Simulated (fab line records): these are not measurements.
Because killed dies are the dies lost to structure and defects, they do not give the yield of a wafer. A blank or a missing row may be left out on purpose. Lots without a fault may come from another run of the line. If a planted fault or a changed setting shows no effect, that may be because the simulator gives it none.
fab line records	flow n5-finfet
record: lots: 9	wafers: 27	last-day: 20
route steps=1938 shown MIM_BOT_ETCH@1868 PASS1_CAP@1873 TV_OPEN@1887 PASSIVATION@1936
lots with no fault: from the same line, run without faults
start-h: start of the lot's first displayed wafer, in hours after the record's first day	wait-h: hours elapsed since this lot's preceding step	" same as the row above	L1.1+2: several wafers, shown together as one row	- value missing, or start not given	* or withheld: withheld	< > ~ a bound
route shown NAME@n: names a module that has steps shown in the file, with the first one's number in the route	usual: average and standard deviation across the fault-free wafers	same: alike in all rows	chamber/n: place in a boat	sites: per-site readings	_std_site: their standard deviation	_edge_site: inner sites' mean taken away from outer sites' mean	radius-mm: for every site, how far away it sits from the centre of the wafer	mask NAME#n: copy n	behind: tool/chamber where the wafer was last shaped	hold: what put the lot on hold/how long, in hours/how the hold closed	device: whichever transistor did not switch (one of n, p or np)	end of line: the route-end tests of the same wafers	a step given without rows: its recipe and nothing more	killed: dies lost to structure and defects at the first sort, not the wafer's yield	map: dies across one wafer; x = killed, . = not, _ = none there
set.NAME: the setting that was run; set.NAME@STEP: the one run at that earlier step	model.NAME: the simulator's own value behind a step, which no gauge read
route steps across a sampled set of lots; one table per step, one row per wafer
services: when a tool's chamber went out of use (start-h, in hours from the record's first day, below 0 if earlier), for how many hours, and the reason
== steps ==
step: N5_MIM_BOT_ETCH_ETCH_00
recipe: chemistry: Cl2/BCl3	target: TiN	target-depth-a: 455	ion-energy-ev: 150	pressure-mtorr: 10	icp-w: 1000	bias-w: 126	Cl2_flow_sccm: 53.25	bcl3-flow-sccm: 21.75	Ar_flow_sccm: 25
usual: drypump-motor-current-A: 5.9/0.52	mfc-ar-sccm: 24.99/0.074	oes-product-au: 0.82/0.068	throttle-valve-pct: 21.74/0.22
lot.wafer	tool	chamber	start-h	wait-h	drypump-motor-current-A	mfc-ar-sccm	oes-product-au	rf-hours-counter-h	throttle-valve-pct
L874.1	rie-metal-03	0	328.99	0.1	5.9	24.99	0.95	3	21.40
L874.2	"	1	"	"	5.1	25.03	0.77	53	21.71
L874.4	"	0	"	"	5.9	25.06	0.93	-	21.42
L876.1	rie-metal-01	1	338.25	0.1	6.2	24.97	0.74	49	21.66
L876.3	"	1	"	"	6.2	24.96	0.75	-	21.64
L876.5	"	0	"	"	6.8	24.91	0.88	-	21.85
L879.1	rie-metal-03	1	345.22	0.1	5.1	25.02	0.75	55	21.73
L879.3	"	1	"	"	5.1	25.14	0.75	-	21.73
L879.6	"	1	"	"	5.1	24.97	0.75	-	21.72
L880.1	rie-metal-03	1	350.34	0.1	5.1	25.00	0.75	56	21.73
L880.3	"	1	"	"	5.1	25.08	0.74	-	21.73
L880.4	"	1	"	"	5.1	25.01	0.74	-	21.76
L878.3	rie-metal-03	0	356.28	0.1	5.9	25.11	0.94	-	21.41
L878.5	"	0	"	"	5.9	25.05	0.93	-	21.39
L878.6	"	1	"	"	5.1	25.03	0.75	-	21.70
L882.1	rie-metal-01	0	359.97	0.1	6.8	24.92	0.87	17	21.86
L882.2	"	1	"	"	6.1	24.88	0.76	52	21.63
L882.4	"	0	"	"	6.7	24.99	0.87	-	21.87
L881.1	rie-metal-02	1	360.96	0.1	6.0	24.87	0.81	35	22.18
L881.4	"	0	"	"	5.6	24.95	0.88	-	21.66
L881.6	"	0	"	"	5.6	24.97	0.90	-	21.67
L893.1	rie-metal-03	1	452.11	0.1	5.1	25.03	0.74	64	21.75
L893.2	"	0	"	"	5.9	25.00	0.88	12	21.43
L893.4	"	0	"	"	5.9	25.08	0.88	-	21.43
L895.4	rie-metal-02	1	459.94	0.1	6.0	24.87	0.78	-	22.21
L895.5	"	0	"	"	5.6	25.02	0.86	-	21.67
L895.6	"	1	"	"	6.0	24.93	0.78	-	22.19
step: N5_PASSIVATION_PECVD_55
recipe: material: SiO2	target-thk-a: 4000	temp-c: 400	precursor: SiH4/N2O	pressure-torr: 2.7	rf-w: 608	time-s: 22.5
usual: heater-power-w: 656/100	showerhead-plenum-p-Torr: 8.14/0.14	showerhead-vpp-V: 1539/59	throttle-valve-pct: 50.9/2.4
lot.wafer	tool	chamber	start-h	wait-h	heater-power-w	showerhead-plenum-p-Torr	showerhead-vpp-V	throttle-valve-pct
L874.1	pecvd-02	0	329.67	0.0	494	8.42	1587	51.0
L874.2	"	1	"	"	580	8.17	1588	50.8
L874.4	"	2	"	"	682	8.04	1490	48.2
L876.1	pecvd-02	1	339.33	0.0	590	8.18	1550	50.8
L876.3	"	2	"	"	595	8.08	1505	48.1
L876.5	"	2	"	"	643	8.07	1492	48.3
L879.1	pecvd-03	0	346.02	0.0	743	8.22	1472	53.6
L879.3	"	2	"	"	640	8.02	1526	46.8
L879.6	"	0	"	"	781	8.21	1451	53.3
L880.1	pecvd-01	2	351.14	0.0	845	8.05	1616	52.6
L880.3	"	1	"	"	526	7.93	1505	50.7
L880.4	"	1	"	"	535	7.94	1501	50.4
L878.3	pecvd-02	2	356.90	0.0	663	8.09	1498	48.3
L878.5	"	1	"	"	543	8.21	1557	50.8
L878.6	"	0	"	"	508	8.42	1616	51.1
L882.1	pecvd-03	0	360.67	0.0	758	8.23	1467	53.3
L882.2	"	2	"	"	726	8.05	1541	46.7
L882.4	"	2	"	"	746	8.03	1531	46.4
L881.1	pecvd-02	0	362.02	0.0	524	8.38	1638	51.0
L881.4	"	0	"	"	528	8.42	1591	50.6
L881.6	"	2	"	"	645	8.08	1496	48.1
L893.1	pecvd-02	1	452.79	0.0	619	8.17	1547	50.9
L893.2	"	2	"	"	675	8.07	1512	48.4
L893.4	"	1	"	"	636	8.17	1534	50.8
L895.4	pecvd-03	0	460.63	0.0	714	8.18	1415	53.7
L895.5	"	2	"	"	747	8.02	1513	47.1
L895.6	"	1	"	"	792	8.01	1619	53.4
step: N5_PASSIVATION_PASS_ETCH_74
recipe: chemistry: CF4/O2	target: SiNx	target-depth-a: 2200	time-s: 110	ion-energy-ev: 100	pressure-mtorr: 40	source-w: 535	bias-w: 49	Ar_flow_sccm: 100	cf4-flow-sccm: 100	O2_flow_sccm: 10
usual: drypump-motor-current-A: 5.8/0.44	mfc-ar-sccm: 99.98/0.28	oes-product-au: 0.80/0.083	rf-vpp-V: 240.6/2.1	showerhead-plenum-p-Torr: 2.19/0.062	throttle-valve-pct: 16.01/0.26
lot.wafer	tool	chamber	start-h	wait-h	drypump-motor-current-A	mfc-ar-sccm	oes-product-au	rf-hours-counter-h	rf-vpp-V	showerhead-plenum-p-Torr	throttle-valve-pct
L874.1	rie-diel-02	2	332.21	0.0	6.1	100.02	0.81	103	241.3	2.14	16.06
L874.2	"	1	"	"	5.6	100.40	0.71	202	239.1	2.10	16.27
L874.4	"	3	"	"	5.9	99.99	0.71	220	236.3	2.10	16.06
L876.1	rie-diel-02	1	340.20	0.0	5.6	100.23	0.71	205	237.5	2.10	16.26
L876.3	"	2	"	"	6.0	99.30	0.82	106	239.3	2.14	16.04
L876.5	"	0	"	"	4.8	99.90	0.91	-	240.7	2.24	15.93
L879.1	rie-diel-05	2	347.19	0.0	6.2	99.68	0.86	58	240.9	2.15	16.02
L879.3	"	3	"	"	6.4	99.73	0.74	199	242.8	2.18	16.37
L879.6	"	3	"	"	6.4	99.87	0.73	-	241.9	2.18	16.37
L880.1	rie-diel-02	0	354.17	0.0	4.8	99.90	0.89	45	239.9	2.24	15.92
L880.3	"	2	"	"	6.0	99.80	0.81	113	238.7	2.13	16.05
L880.4	"	2	"	"	6.1	100.26	0.80	-	241.4	2.13	16.06
L878.3	rie-diel-05	3	357.66	0.0	6.3	100.19	0.72	204	241.9	2.18	16.37
L878.5	"	0	"	"	5.8	99.69	0.96	-	240.8	2.17	15.50
L878.6	"	1	"	"	5.4	100.18	0.81	-	242.4	2.22	15.76
L882.1	rie-diel-02	0	361.89	0.0	4.8	99.97	0.90	48	241.2	2.24	15.93
L882.2	"	2	"	"	6.1	99.66	0.80	116	240.6	2.13	16.07
L882.4	"	2	"	"	6.0	99.91	0.79	-	239.1	2.13	16.07
L881.1	rie-diel-05	3	363.05	0.0	6.4	100.36	0.73	205	243.0	2.18	16.38
L881.4	"	0	"	"	5.8	99.99	0.95	6	240.5	2.17	15.48
L881.6	"	2	"	"	6.2	99.86	0.86	-	242.5	2.15	16.03
L893.1	rie-diel-02	1	455.24	0.0	5.6	100.03	0.69	236	236.7	2.08	16.32
L893.2	"	0	"	"	4.8	100.05	0.85	80	239.2	2.23	15.99
L893.4	"	3	"	"	5.9	99.66	0.96	5	238.7	2.35	15.65
L895.4	rie-diel-05	1	462.37	0.0	5.4	100.23	0.79	126	242.1	2.21	15.84
L895.5	"	3	"	"	6.4	100.17	0.70	-	242.3	2.17	16.43
L895.6	"	2	"	"	6.2	99.68	0.83	-	239.7	2.14	16.09
step: N5_PASSIVATION_VIA_ETCH_13
recipe: chemistry: CHF3/O2	target: SiO2	target-depth-a: 6600	CHF3_flow_sccm: 50	O2_flow_sccm: 5	Ar_flow_sccm: 200	time-s: 330	mask-material: PR	pressure-mtorr: 30	source-w: 650	bias-w: 170	ion-energy-ev: 200	ends: cleared
usual: drypump-motor-current-A: 5.8/0.43	etch-rf-on-time-s: 236/3.7	mfc-ar-sccm: 200.0/0.6	oes-product-au: 0.72/0.076	rf-vpp-V: 524/4.4	showerhead-plenum-p-Torr: 2.39/0.069	throttle-valve-pct: 18.92/0.25
lot.wafer	tool	chamber	start-h	wait-h	drypump-motor-current-A	etch-rf-on-time-s	mfc-ar-sccm	oes-product-au	rf-hours-counter-h	rf-vpp-V	showerhead-plenum-p-Torr	throttle-valve-pct
L874.1	rie-diel-02	2	332.30	0.0	6.1	229	199.4	0.74	103	523	2.34	18.97
L874.2	"	1	"	"	5.6	239	200.4	0.64	202	518	2.29	19.17
L874.4	"	3	"	"	5.9	237	199.0	0.63	220	511	2.29	18.85
L876.1	rie-diel-02	1	340.29	0.0	5.6	240	200.1	0.64	205	518	2.29	19.20
L876.3	"	2	"	"	6.1	232	199.8	0.73	106	524	2.34	18.98
L876.5	"	0	"	"	4.8	236	200.1	0.81	-	523	2.44	18.79
L879.1	rie-diel-05	2	347.28	0.0	6.2	234	200.6	0.78	58	524	2.35	18.93
L879.3	"	3	"	"	6.4	233	200.3	0.65	199	528	2.39	19.28
L879.6	"	3	"	"	6.3	239	200.5	0.65	-	528	2.39	19.29
L880.1	rie-diel-02	0	354.26	0.0	4.8	231	199.8	0.81	45	521	2.44	18.81
L880.3	"	2	"	"	6.1	229	200.4	0.72	113	522	2.33	18.98
L880.4	"	2	"	"	6.1	237	200.5	0.72	-	523	2.33	18.97
L878.3	rie-diel-05	3	357.75	0.0	6.4	231	200.5	0.65	205	528	2.39	19.28
L878.5	"	0	"	"	5.8	235	199.5	0.88	-	522	2.37	18.42
L878.6	"	1	"	"	5.3	233	199.5	0.74	-	528	2.44	18.71
L882.1	rie-diel-02	0	361.98	0.0	4.8	230	198.6	0.81	48	524	2.44	18.83
L882.2	"	2	"	"	6.0	230	200.0	0.73	116	523	2.33	19.00
L882.4	"	2	"	"	6.0	233	199.6	0.73	-	523	2.33	19.00
L881.1	rie-diel-05	3	363.15	0.0	6.4	230	198.9	0.65	206	528	2.39	19.29
L881.4	"	0	"	"	5.8	238	199.9	0.86	6	522	2.37	18.42
L881.6	"	2	"	"	6.2	230	200.0	0.77	-	523	2.35	18.94
L893.1	rie-diel-02	1	455.33	0.0	5.6	237	200.5	0.63	236	518	2.28	19.22
L893.2	"	0	"	"	4.8	230	199.9	0.76	80	523	2.43	18.89
L893.4	"	3	"	"	5.9	222	200.5	0.86	5	523	2.56	18.51
L895.4	rie-diel-05	1	462.46	0.0	5.3	238	199.9	0.71	126	527	2.42	18.78
L895.5	"	3	"	"	6.4	239	199.7	0.63	-	527	2.38	19.32
L895.6	"	2	"	"	6.2	238	199.8	0.73	-	527	2.34	18.97
step: N5_PASSIVATION_STRIP_14
recipe: chemistry: O2	power-w: 600	temp-c: 60	pressure-mtorr: 30	rf-frequency-hz: 6e+07	bias-power-w: 0	overash-fraction: 0.5	o2-flow-sccm: 225
usual: drypump-motor-current-A: 5.8/0.43	oes-product-au: 0.80/0.086	rf-vpp-V: 3.6/0.87	showerhead-plenum-p-Torr: 2.08/0.062	throttle-valve-pct: 16.70/0.25
lot.wafer	tool	chamber	start-h	wait-h	drypump-motor-current-A	oes-product-au	rf-hours-counter-h	rf-vpp-V	showerhead-plenum-p-Torr	throttle-valve-pct
L874.1	rie-diel-02	2	332.50	0.1	6.0	0.82	103	2.9	2.03	16.76
L874.2	"	1	"	"	5.6	0.72	202	3.0	2.00	17.02
L874.4	"	3	"	"	5.9	0.70	220	4.8	1.99	16.74
L876.1	rie-diel-02	1	340.49	0.1	5.6	0.72	205	3.3	2.00	16.99
L876.3	"	2	"	"	6.1	0.81	106	4.5	2.03	16.76
L876.5	"	0	"	"	4.8	0.88	-	3.2	2.14	16.65
L879.1	rie-diel-05	2	347.47	0.1	6.2	0.87	58	3.7	2.04	16.66
L879.3	"	3	"	"	6.3	0.72	199	2.3	2.07	17.04
L879.6	"	3	"	"	6.4	0.73	-	2.8	2.07	17.04
L880.1	rie-diel-02	0	354.46	0.1	4.8	0.89	45	3.2	2.14	16.65
L880.3	"	2	"	"	6.1	0.80	113	4.4	2.03	16.77
L880.4	"	2	"	"	6.0	0.81	-	3.2	2.03	16.76
L878.3	rie-diel-05	3	357.95	0.1	6.3	0.70	205	4.0	2.07	17.03
L878.5	"	0	"	"	5.8	0.97	-	4.1	2.07	16.19
L878.6	"	1	"	"	5.4	0.82	-	3.7	2.12	16.50
L882.1	rie-diel-02	0	362.18	0.1	4.8	0.89	48	4.3	2.14	16.64
L882.2	"	2	"	"	6.1	0.81	116	4.6	2.03	16.80
L882.4	"	2	"	"	6.1	0.81	-	3.3	2.03	16.76
L881.1	rie-diel-05	3	363.34	0.1	6.4	0.72	206	3.6	2.07	17.03
L881.4	"	0	"	"	5.8	0.98	6	2.6	2.07	16.21
L881.6	"	2	"	"	6.2	0.85	-	3.0	2.03	16.65
L893.1	rie-diel-02	1	455.52	0.1	5.6	0.69	236	3.3	1.99	17.06
L893.2	"	0	"	"	4.8	0.85	80	4.4	2.13	16.70
L893.4	"	3	"	"	5.9	0.95	5	3.7	2.25	16.37
L895.4	rie-diel-05	1	462.66	0.1	5.4	0.79	126	4.2	2.11	16.57
L895.5	"	3	"	"	6.4	0.70	-	2.7	2.06	17.06
L895.6	"	2	"	"	6.2	0.81	-	1.8	2.03	16.76
step: N5_PASSIVATION_PROBE_49
usual: defect-limited-yield: 91.2/1.3	killed_at_M0_to_M3: 34/9.2	killed_at_M4_up: 14/5	killed-at-contacts: 13/6.7	killed-at-front-end: 39/12	killed-at-other: 4/3.3	killed-dies: 104/15	killed-on-rim: 14/3.7	killed-open: 68/12	killed-short: 34/7.5	sort_bin_5_function: 5.2/0.87	sort_bin_6_memory: 3.3/0.63	sort-n-pass: 1076/15	sort-yield-pct: 91.2/1.3
same: gross-dies: 1180	killed-at-back-side: 0	sort_bin_4_leakage[%]: 0	sort_bin_8_speed[%]: 0
lot.wafer	tool	chamber	start-h	wait-h	defect-limited-yield[%]	killed_at_M0_to_M3	killed_at_M4_up	killed-at-contacts	killed-at-front-end	killed-at-other	killed-dies	killed-on-rim	killed-open	killed-short	sort_bin_5_function[%]	sort_bin_6_memory[%]	sort-n-pass	sort-yield-pct[%]
L879.1	prober-01	-	353.42	0.0	87.7	43	11	20	67	4	145	16	87	54	6.5	5.3	1035	87.7
L879.3	prober-01	-	353.52	0.1	89.9	37	12	13	54	3	119	13	68	48	6.4	3.2	1061	89.9
L879.6	prober-01	-	353.67	0.3	89.2	41	9	22	54	1	127	16	76	48	5.8	4.6	1053	89.2
L878.3	prober-02	-	364.87	0.1	89.2	47	27	11	42	1	128	7	77	51	6.4	4.2	1052	89.2
L878.5	prober-02	-	364.97	0.2	90.4	31	28	17	34	3	113	14	79	33	5.4	3.7	1067	90.4
L878.6	prober-02	-	365.02	0.3	88.8	44	17	11	60	0	132	18	90	42	7.4	3.6	1048	88.8
L881.1	prober-02	-	369.55	0.0	90.5	23	10	26	50	3	112	14	65	44	5.1	3.7	1068	90.5
L881.4	prober-02	-	369.70	0.2	88.7	23	19	20	71	0	133	13	84	48	6.5	3.9	1047	88.7
L881.6	prober-02	-	369.80	0.3	91.7	29	13	15	40	1	98	12	71	26	4.1	3.8	1082	91.7
killed by level:class
L879.1 STI_FIN_REVEAL:geometric-particle:open=21 MOL_CONTACT_COAG:geometric-particle:open=16 BEOL_M0_SAQP:geometric-particle:short=14 FIN_SAQP:geometric-particle:short=13 FIN_SAQP:geometric-particle:open=9 BEOL_M0_SAQP:geometric-particle:open=9 BEOL_M2:geometric-particle:open=6 BEOL_M3:geometric-particle:open=6
L879.3 FIN_SAQP:geometric-particle:short=20 BEOL_M2:geometric-particle:open=11 FIN_SAQP:geometric-particle:open=10 STI_FIN_REVEAL:geometric-particle:open=7 MOL_CONTACT_COAG:geometric-particle:short=7 BEOL_M3:geometric-particle:open=7 MOL_CONTACT_COAG:geometric-particle:open=6 BEOL_M0_SAQP:geometric-particle:short=6
L879.6 FIN_SAQP:geometric-particle:short=15 FIN_SAQP:geometric-particle:open=13 BEOL_M2:geometric-particle:open=11 MOL_CONTACT_COAG:geometric-particle:open=11 MOL_CONTACT_COAG:geometric-particle:short=11 BEOL_M0_SAQP:geometric-particle:open=10 STI_FIN_REVEAL:geometric-particle:open=6 BEOL_M3:geometric-particle:open=6
L878.3 BEOL_M3:geometric-particle:open=20 FIN_SAQP:geometric-particle:short=8 DUMMY_GATE:geometric-particle:open=8 BEOL_M0_SAQP:geometric-particle:short=8 BEOL_M2:geometric-particle:open=8 BEOL_M5:geometric-particle:open=7 FIN_SAQP:geometric-particle:open=6 MOL_CONTACT_COAG:geometric-particle:open=6
L878.5 BEOL_M4:geometric-particle:open=15 MOL_CONTACT_COAG:geometric-particle:open=13 FIN_SAQP:geometric-particle:short=9 BEOL_M3:geometric-particle:open=8 FIN_SAQP:geometric-particle:open=7 BEOL_M0_SAQP:geometric-particle:short=7 DUMMY_GATE:geometric-particle:open=6 BEOL_M2:geometric-particle:open=5
L878.6 FIN_SAQP:geometric-particle:short=14 BEOL_M2:geometric-particle:open=14 FIN_SAQP:geometric-particle:open=13 MOL_CONTACT_COAG:geometric-particle:open=11 STI_FIN_REVEAL:geometric-particle:open=8 BEOL_M0_SAQP:geometric-particle:short=8 DUMMY_GATE:geometric-particle:open=6 BEOL_M0_SAQP:geometric-particle:open=6
L881.1 MOL_CONTACT_COAG:geometric-particle:open=19 FIN_SAQP:geometric-particle:short=14 FIN_SAQP:geometric-particle:open=9 MOL_CONTACT_COAG:geometric-particle:short=7 BEOL_M3:geometric-particle:open=5 STARTING-WAFER:geometric-particle:open=5 BEOL_M0_SAQP:geometric-particle:open=4 BEOL_M0_SAQP:geometric-particle:short=4
L881.4 FIN_SAQP:geometric-particle:open=22 FIN_SAQP:geometric-particle:short=15 STI_FIN_REVEAL:geometric-particle:open=14 MOL_CONTACT_COAG:geometric-particle:open=12 MOL_CONTACT_COAG:geometric-particle:short=8 GATE_CUT:geometric-particle:short=5 BEOL_M5:geometric-particle:open=5 GATE_CUT:geometric-particle:open=4
L881.6 FIN_SAQP:geometric-particle:open=13 MOL_CONTACT_COAG:geometric-particle:open=12 BEOL_M3:geometric-particle:open=9 GATE_CUT:geometric-particle:open=6 GATE_CUT:geometric-particle:short=5 BEOL_M0_SAQP:geometric-particle:short=5 BEOL_M0_SAQP:geometric-particle:open=5 BEOL_M0:geometric-particle:open=4
== services ==
tool	chamber	start-h	hours	kind
rie-diel-05	3	315.21	3.1	repair
rie-diel-02	2	322.19	4.5	repair
rie-diel-05	-	329.22	0.3	repair
rie-metal-02	-	331.27	0.7	repair
rie-diel-02	-	332.96	1.8	repair
rie-metal-03	0	339.24	12.5	repair
pecvd-02	-	345.51	2.8	pm
rie-diel-02	0	350.85	2.9	repair
pecvd-03	-	362.37	1.5	repair
rie-diel-02	-	368.45	4.3	pm
rie-diel-05	3	381.29	7.0	repair
pecvd-03	2	387.41	5.1	repair
rie-diel-02	-	412.46	0.3	repair
rie-diel-02	3	414.83	-	clean
rie-diel-02	3	414.83	-	consumable-replace:focus-ring
rie-diel-02	3	414.83	-	consumable-replace:showerhead
rie-diel-02	3	414.83	25.2	scheduled-down
pecvd-02	2	425.19	1.8	repair
pecvd-01	-	429.82	0.9	repair
rie-diel-05	2	431.49	8.2	repair
rie-diel-05	0	434.83	5.0	repair
pecvd-02	0	434.85	15.5	repair
rie-metal-03	-	444.35	2.2	repair
pecvd-02	-	448.57	1.7	repair
== key ==
first-sign: step: N5_PASSIVATION_VIA_ETCH_13	reading: etch-rf-on-time-s	direction: down	sigmas: 3.6	usual: *	struck: *
effect none on later readings
met-at N5_PASSIVATION_PECVD_55
struck-lots L893
struck-wafers L893.4
not-acting-at N5_MIM_BOT_ETCH_ETCH_00,N5_PASSIVATION_PASS_ETCH_74,N5_PASSIVATION_STRIP_14
onset-between 362.02 452.79
fault: kind: process-parameter-drift	tool: pecvd-02	chamber: -	onset-h: 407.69	steps: N5_PASSIVATION_PECVD_55	channel: time-s	offset: *	shape: step	end-h: 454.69	scope: struck-wafers-only	acts-in: *	stated: *
